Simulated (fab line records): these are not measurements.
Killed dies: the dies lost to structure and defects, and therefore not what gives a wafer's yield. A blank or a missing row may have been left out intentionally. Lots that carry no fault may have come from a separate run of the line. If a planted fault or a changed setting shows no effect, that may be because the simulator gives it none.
fab line records | flow n5Finfet
[record] lots = 4 | wafers = 11 | lastDay = 19
route steps=1938 shown BEOL_M0@739 BEOL_M1@751 BEOL_M4@1111 PASSIVATION@1936
lots that met no fault: from a run of the same line without faults
startH: hours from the record's opening day to when the first of the lot's shown wafers began | waitH: hours since the lot's step before | " identical to the entry in the row above | L1.1+2: several wafers, shown together as one row | - no value, or no start was given | * or withheld: withheld | < > ~ a bound
route shown NAME@n: names a module that has steps shown in the file, with the first one's number in the route | usual: mean and standard deviation over wafers with no fault | same: alike in all rows | chamber/n: place in a boat | sites: per-site readings | _std_site: the values' standard deviation | _edge_site: mean of outer sites minus mean of inner sites | radiusMm: for every site, how far away it sits from the centre of the wafer | mask NAME#n: copy n | behind: the tool/chamber that last shaped the wafer | hold: what put the lot on hold/how long, in hours/how the hold closed | device: which transistor (n, p or np) failed to switch | end of line: at the end of the route, the tests of the same wafers | step lacking rows: just its recipe | killed: dies that structure and defects cost at the first sort, which is not the same as the wafer's yield | map: shows each die of a wafer: x if killed, . if not, _ if none is there
set.NAME: the setting that was run; set.NAME@STEP: the one run at that earlier step | model.NAME: the simulator's own value behind a step, which no gauge read
lots at some steps of the route; a table a step, a row a wafer
services: from which hour (startH, from the record's first day; less than 0 if before it) a tool's chamber was out of use, for how many hours, and why
[[steps]]
[step N5_BEOL_M0_ANNEAL_135]
[recipe] tempC = 400 | timeS = 60 | ambient = vacuum
[step N5_BEOL_M0_SPUTTER_141]
[recipe] material = Cu | targetThkA = 40 | tempC = -20 | chamberPressurePa = 0.07 | powerW = withheld | timeS = 7.37
[step N5_BEOL_M0_ECD_118]
[recipe] material = Cu | targetThkA = 3000
[step N5_BEOL_M0_ANNEAL_119]
[recipe] tempC = 225 | timeS = 90 | ambient = N2
[step N5_BEOL_M0_CMP_120]
[recipe] stopOn = SiOC | tOverpolishS = 6.9 | downForcePsi = 1 | platenRpm = 50 | clearingPlatenDownForcePsi = 1.5 | clearingPlatenRpm = 50 | postCmpClean = cuAlkaline | clearingPlatenPadVelocityMS = 0.99484 | padVelocityMS = 0.99484
[step N5_BEOL_M0_PRE_CLEAN_131]
[recipe] gas = NH3/H2 | timeS = 15 | tempC = * | rfPowerW = 300
[step N5_BEOL_M0_CO_CAP_123]
[recipe] material = Co | targetThkA = 20 | tempC = 200 | precursor = CCTBA/H2 | pressureTorr = 30 | timeS = 102.1
[step N5_BEOL_M0_PRE_CLEAN_124]
[recipe] gas = NH3 | timeS = 15 | tempC = withheld | rfPowerW = 300
[step N5_BEOL_M0_DEP_125]
[recipe] material = SiCN | targetThkA = 80 | tempC = withheld | precursor = 3MS/NH3 | pressureTorr = 3 | rfW = 202 | timeS = 14
[step N5_BEOL_M1_ILD_DEP_00]
[recipe] material = SiOC | targetThkA = 790 | tempC = 350 | precursor = DEMS/O2 | pressureTorr = 5 | rfW = 500 | timeS = 15.3
[usual] chamberPressureTorr = 5.000/0.011 | heaterPowerW = 506/83 | showerheadPlenumPTorr = 5.701/0.013 | throttleValvePct = 11.9/0.67
lot.wafer | tool     | chamber | startH | waitH | chamberPressureTorr | heaterPowerW | showerheadPlenumPTorr | throttleValvePct | model.SiOC_of_BEOL_M1_ILD_DEP_00.thkNm
L436.1    | pecvd-04 | 2       | 174.81 | 0.0   | 5.009               | 363          | 5.694                 | 11.4             | 88.8
L436.2    | "        | 1       | "      | "     | 4.999               | 424          | 5.703                 | 13.1             | 80
L436.6    | "        | 0       | "      | "     | 4.997               | 482          | 5.687                 | 12.7             | 78.6
L440.3    | pecvd-04 | 2       | 203.38 | 0.0   | 4.995               | 457          | 5.702                 | 11.4             | 78
L440.5    | "        | 0       | "      | "     | 4.981               | 513          | 5.692                 | 12.9             | 92.6
L440.6    | "        | 2       | "      | "     | 4.985               | 450          | 5.706                 | 11.3             | 78
L447.1    | pecvd-03 | 2       | 245.94 | 0.0   | 5.009               | 690          | 5.700                 | 11.3             | 80.8
L447.4    | "        | 1       | "      | "     | 4.973               | 614          | 5.688                 | 11.5             | 79.2
L450.1    | pecvd-04 | 1       | 260.54 | 0.0   | 4.998               | 423          | 5.713                 | 13.2             | 80.2
L450.2    | "        | 2       | "      | "     | 5.004               | 447          | 5.712                 | 11.1             | 78.2
L450.6    | "        | 0       | "      | "     | 5.010               | 510          | 5.696                 | 12.9             | 80
[step N5_BEOL_M1_THK_MEAS_01]
[recipe] reads = SiOC_of_BEOL_M1_ILD_DEP_00
[usual] M1_ILD_THK = 79.0/1.3
lot.wafer | tool         | chamber | startH | waitH | M1_ILD_THK[nm]
L436.1    | filmMetro-02 | -       | 174.87 | 0.0   | 88.9
L436.2    | "            | -       | "      | "     | 80.0
L436.6    | "            | -       | "      | "     | 78.6
L440.3    | filmMetro-02 | -       | 203.45 | 0.1   | 78.1
L440.5    | "            | -       | "      | "     | 92.6
L440.6    | "            | -       | "      | "     | 77.9
L447.1    | filmMetro-01 | -       | 246.01 | 0.0   | 80.7
L447.4    | "            | -       | "      | "     | 79.1
L450.1    | filmMetro-02 | -       | 260.61 | 0.0   | 80.2
L450.2    | "            | -       | "      | "     | 78.1
L450.6    | "            | -       | "      | "     | 80.0
[step N5_BEOL_M1_PECVD_72]
[recipe] material = SiO2 | targetThkA = 160 | tempC = 400 | precursor = TEOS/O2 | pressureTorr = 5.5 | rfW = 450 | teosFlowSccm = 53.8 | gas = O2 | flowSccm = 3000 | timeS = 18
[step N5_BEOL_M1_HM_DEP_02]
[recipe] material = TiN | targetThkA = 200 | tempC = 25 | chamberPressurePa = 0.49996
[step N5_BEOL_M1_COAT_61]
[recipe] resist = SOC | tempC = 250 | timeS = 60 | spinRpm = 1500 | resistThkNm = 60
[step N5_BEOL_M1_COAT_62]
[recipe] resist = SiARC | tempC = 220 | timeS = 60 | spinRpm = 1500 | resistThkNm = 12
[step N5_BEOL_M1_COAT_73]
[recipe] resist = underlayer | tempC = 205 | timeS = 60 | spinRpm = 1500 | resistThkNm = 5
[step N5_BEOL_M1_COAT_05]
[recipe] resist = CAR-EUV | spinRpm = 1500 | resistThkNm = 30
[step N5_BEOL_M1_EBR_07]
[recipe] solvent = PGMEA | ebrWidthMm = 1.5
[step N5_BEOL_M1_SOFTBAKE_06]
[recipe] tempC = 110 | timeS = 60 | resist = CAR-EUV
[step N5_BEOL_M1_EXPOSE_08]
[recipe] maskId = M1 | na = 0.33 | sourceShape = dipole | sigmaInner = 0.369 | sigmaOuter = 0.767 | polarization = unpolarized | doseMj = 33
[step N5_BEOL_M1_PEB_09]
[recipe] pebTempC = 100 | pebTimeS = 60 | resist = CAR-EUV
[step N5_BEOL_M1_DEVELOP_10]
[recipe] developTimeS = 30 | developer = TMAH | resist = CAR-EUV | rinseLiquid = surfactantRinse | dry = airSpin | devTempC = 23
[step N5_BEOL_M1_DESCUM_16]
[recipe] chemistry = O2 | timeS = 7 | sourcePowerW = 50 | biasPowerW = 20 | pressureMtorr = 20 | rfFrequencyHz = 2.712e+07 | tempC = 40 | resist = CAR-EUV | o2FlowSccm = 225
[step N5_BEOL_M1_ETCH_74]
[recipe] chemistry = N2/H2 | target = underlayer | targetDepthA = 65 | maskMaterial = CAR-EUV | timeS = 5.2 | ionEnergyEv = 200 | pressureMtorr = 30 | sourceW = 840 | biasW = 150 | n2FlowSccm = 200 | h2FlowSccm = 200 | ends = cleared
[step N5_BEOL_M1_ETCH_63]
[recipe] chemistry = CF4 | target = SiARC | targetDepthA = 156 | maskMaterial = CAR-EUV | timeS = 26 | ionEnergyEv = 80 | pressureMtorr = 40 | sourceW = 545 | biasW = 36 | Ar_flow_sccm = 100 | cf4FlowSccm = 100 | ends = cleared
[step N5_BEOL_M1_ETCH_64]
[recipe] chemistry = N2/H2 | target = SOC | targetDepthA = 750 | overetchA = 150 | maskMaterial = SiARC | tempC = 40 | timeS = 112.5 | ionEnergyEv = 200 | pressureMtorr = 30 | sourceW = 840 | biasW = 150 | n2FlowSccm = 200 | h2FlowSccm = 200
[step N5_BEOL_M1_STRIP_65]
[recipe] chemistry = N2/H2 | tempC = 40 | n2FlowSccm = 200 | h2FlowSccm = 200 | rfFrequencyHz = 6e+07
[step N5_BEOL_M1_STRIP_75]
[recipe] chemistry = N2/H2 | tempC = 40 | n2FlowSccm = 200 | h2FlowSccm = 200 | rfFrequencyHz = 6e+07
[step N5_BEOL_M1_STRIP_66]
[recipe] chemistry = CF4 | resist = SiARC | powerW = 300 | biasPowerW = 75 | pressureMtorr = 50 | cf4FlowSccm = 150 | rfFrequencyHz = 6e+07
[step N5_BEOL_M1_HM_OPEN_17]
[recipe] chemistry = Cl2/BCl3 | targetDepthA = 200 | overetchA = 60 | target = TiN | maskMaterial = SOC | ionEnergyEv = 150 | pressureMtorr = 10 | icpW = 1000 | biasW = 126 | Cl2_flow_sccm = 53.25 | bcl3FlowSccm = 21.75 | Ar_flow_sccm = 25
[step N5_BEOL_M1_STRIP_19]
[recipe] chemistry = O2 | powerW = 400 | tempC = 40 | pressureMtorr = 30 | rfFrequencyHz = 6e+07 | biasPowerW = 0 | overashFraction = 0.2 | o2FlowSccm = 225
[step N5_BEOL_M1_COAT_67]
[recipe] resist = SOC | tempC = 250 | timeS = 60 | spinRpm = 1500 | resistThkNm = 60
[step N5_BEOL_M1_COAT_68]
[recipe] resist = SiARC | tempC = 220 | timeS = 60 | spinRpm = 1500 | resistThkNm = 12
[step N5_BEOL_M1_COAT_76]
[recipe] resist = underlayer | tempC = 205 | timeS = 60 | spinRpm = 1500 | resistThkNm = 5
[step N5_BEOL_M1_COAT_22]
[recipe] resist = CAR-EUV | spinRpm = 1500 | resistThkNm = 30
[step N5_BEOL_M1_CMP_52]
[recipe] stopOn = SiOC | tOverpolishS = 6.8 | downForcePsi = 1 | platenRpm = 50 | clearingPlatenDownForcePsi = 1.5 | clearingPlatenRpm = 50 | postCmpClean = cuAlkaline | targetThkNm = 40 | clearingPlatenPadVelocityMS = 0.99484 | padVelocityMS = 0.99484
[usual] motorCurrentA = 5.9/0.62 | slurryFilterDpKPa = 13.49/0.13
lot.wafer | tool   | chamber | startH | waitH | motorCurrentA | slurryFilterDpKPa | model.SiOC_of_BEOL_M1_ILD_DEP_00.thkNm | model.Cu_of_BEOL_M1_ECD_50.thkNm
L436.1    | cmp-01 | 1       | 185.67 | 0.3   | 5.5           | 13.69             | 87.8                                   | 50.8
L436.2    | "      | 3       | "      | "     | 5.7           | 13.36             | 79                                     | 40.4
L436.6    | "      | 1       | "      | "     | 5.5           | 13.67             | 77.6                                   | 41
L440.3    | cmp-02 | 2       | 233.82 | 0.2   | 4.8           | 13.72             | 77                                     | 39.8
L440.5    | "      | 1       | "      | "     | 5.4           | 13.42             | 91.6                                   | 52
L440.6    | "      | 2       | "      | "     | 4.7           | 13.64             | 77                                     | 40.8
L447.1    | cmp-02 | 3       | 258.76 | 0.3   | 5.6           | 13.36             | 79.8                                   | 41
L447.4    | "      | 0       | "      | "     | 6.0           | 13.44             | 78.2                                   | 41.8
L450.1    | cmp-02 | 3       | 283.26 | 0.3   | 6.1           | 13.20             | 79.2                                   | 40.4
L450.2    | "      | 0       | "      | "     | 5.8           | 13.57             | 77.2                                   | 40.6
L450.6    | "      | 0       | "      | "     | 6.0           | 13.46             | 79                                     | 42.2
[step N5_BEOL_M4_RC_MEAS_101]
[usual] DIBL_N = 36.5/2.2 | DIBL_P = 36.9/2.9 | IOFF_N = 0.17/0.044 | IOFF_P = 0.22/0.052 | ION_N = 671/16 | ION_P = 461/10 | SS_N = 71.6/0.73 | SS_P = 73.5/0.79 | VT_N = 250/4.1 | VT_P = -250/4.1
lot.wafer | tool      | chamber | startH | waitH | DIBL_N[mV/V] | DIBL_P[mV/V] | IOFF_N[nA/um] | IOFF_P[nA/um] | ION_N[uA/um] | ION_P[uA/um] | SS_N[mV/dec] | SS_P[mV/dec] | VT_N[mV] | VT_P[mV]
L436.1    | prober-01 | 0       | 233.96 | 0.0   | 38.4         | 38.7         | 0.22          | 0.30          | 677          | 473          | 72.2         | 74.4         | 243      | -245
L436.2    | "         | 0       | "      | "     | 39.4         | 39.3         | 0.21          | 0.30          | 680          | 469          | 72.2         | 74.0         | 245      | -244
L436.6    | "         | 0       | "      | "     | 34.0         | 32.1         | 0.13          | 0.17          | 680          | 465          | 70.7         | 72.2         | 250      | -254
L440.3    | prober-02 | 0       | 266.20 | 0.5   | 40.5         | 42.5         | 0.27          | 0.32          | 706          | 478          | 72.1         | 74.8         | 240      | -245
L440.5    | "         | 0       | "      | "     | 35.2         | 33.9         | 0.14          | 0.17          | 676          | 462          | 71.5         | 72.1         | 252      | -254
L440.6    | "         | 0       | "      | "     | 36.8         | 37.8         | 0.18          | 0.23          | 692          | 468          | 71.5         | 73.2         | 247      | -252
L447.1    | prober-02 | 0       | 315.57 | 0.0   | 37.2         | 37.1         | 0.19          | 0.28          | 680          | 470          | 71.5         | 74.5         | 248      | -243
L447.4    | "         | 0       | "      | "     | 37.0         | 37.2         | 0.19          | 0.28          | 690          | 481          | 71.4         | 74.3         | 248      | -241
L450.1    | prober-01 | 0       | 340.34 | 0.0   | 39.0         | 41.7         | 0.23          | 0.29          | 690          | 480          | 73.1         | 74.8         | 244      | -245
L450.2    | "         | 0       | "      | "     | 36.1         | 36.9         | 0.15          | 0.20          | 665          | 458          | 72.1         | 73.8         | 252      | -250
L450.6    | "         | 0       | "      | "     | 36.4         | 37.6         | 0.15          | 0.21          | 662          | 450          | 71.4         | 73.3         | 248      | -250
[step N5_PASSIVATION_PROBE_49]
[usual] defectLimitedYield = 91.3/1.4 | killed_at_M0_to_M3 = 36/10 | killed_at_M4_up = 13/5.4 | killedAtContacts = 12/5.3 | killedAtFrontEnd = 39/10 | killedAtOther = 3.2/2.7 | killedDies = 103/16 | killedOpen = 68/13 | killedShort = 33/6.6 | sort_bin_4_leakage = 0.01/0.031 | sort_bin_5_function = 5.1/0.92 | sort_bin_6_memory = 3.3/0.68 | sortNPass = 1077/17 | sortYieldPct = 91.2/1.4
[same] grossDies = 1180 | killedAtBackSide = 0 | sort_bin_8_speed[%] = 0
lot.wafer | tool      | chamber | startH | waitH | defectLimitedYield[%] | killed_at_M0_to_M3 | killed_at_M4_up | killedAtContacts | killedAtFrontEnd | killedAtOther | killedDies | killedOpen | killedShort | sort_bin_4_leakage[%] | sort_bin_5_function[%] | sort_bin_6_memory[%] | sortNPass | sortYieldPct[%]
L447.1    | prober-01 | -       | 429.92 | 0.0   | 91.8                  | 33                 | 16              | 9                | 34               | 5             | 97         | 63         | 32          | 0                     | 4.6                    | 3.3                  | 1083      | 91.8
L447.4    | prober-01 | -       | 430.07 | 0.2   | 89.7                  | 39                 | 22              | 12               | 46               | 2             | 121        | 80         | 36          | 0                     | 6.4                    | 3.4                  | 1059      | 89.7
// killed by level:class
L447.1 BEOL_M2:geometricParticle:open=10 BEOL_M4:geometricParticle:open=10 MOL_CONTACT_COAG:geometricParticle:open=8 BEOL_M0_SAQP:geometricParticle:short=8 FIN_SAQP:geometricParticle:open=7 FIN_SAQP:geometricParticle:short=6 STI_FIN_REVEAL:geometricParticle:open=6 STARTING-WAFER:geometricParticle:short=6
L447.4 BEOL_M4:geometricParticle:open=14 BEOL_M0_SAQP:geometricParticle:open=11 MOL_CONTACT_COAG:geometricParticle:open=10 BEOL_M0_SAQP:geometricParticle:short=8 STI_FIN_REVEAL:geometricParticle:open=7 BEOL_M1:geometricParticle:open=7 GATE_CUT:geometricParticle:short=5 FIN_SAQP:geometricParticle:open=4
[[services]]
tool     | chamber | startH | hours | kind
cmp-02   | -       | 157.98 | 0.8   | repair
pecvd-03 | 0       | 179.35 | 5.6   | repair
pecvd-03 | -       | 190.15 | 1.2   | repair
cmp-01   | -       | 214.31 | 10.5  | pm
pecvd-04 | 2       | 215.90 | 3.4   | repair
pecvd-03 | 0       | 228.65 | 2.3   | repair
pecvd-04 | 2       | 228.99 | 4.0   | repair
pecvd-03 | 1       | 229.50 | 2.1   | scheduledDown
cmp-02   | -       | 239.43 | 4.0   | pm
cmp-02   | -       | 243.43 | -     | consumableReplace:conditioner
cmp-02   | -       | 243.43 | -     | consumableReplace:pad
cmp-02   | -       | 255.34 | 0.7   | repair
pecvd-03 | 1       | 267.27 | 5.5   | scheduledDown
cmp-02   | -       | 273.64 | 5.6   | pm
[[key]]
[firstSign] step = N5_BEOL_M1_THK_MEAS_01 | reading = M1_ILD_THK | direction = up | sigmas = 8.9 | usual = 79.0 | struck = 90.8
effect none on later readings
[modelEffect] step = N5_BEOL_M1_ILD_DEP_00 | value = SiOC_of_BEOL_M1_ILD_DEP_00.thkNm | without = 78.2 | struck = 90.7
[modelEffect] step = N5_BEOL_M1_CMP_52 | value = SiOC_of_BEOL_M1_ILD_DEP_00.thkNm | without = 77.2 | struck = 89.7
metAt N5_BEOL_M1_ILD_DEP_00
struckWafers L436.1,L440.5
[fault] kind = processParameterDrift | tool = pecvd-04 | chamber = - | onsetH = 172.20 | steps = N5_BEOL_M1_ILD_DEP_00 | channel = timeS | offset = * | shape = step | endH = 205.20 | scope = struckWafersOnly | actsIn = * | stated = *
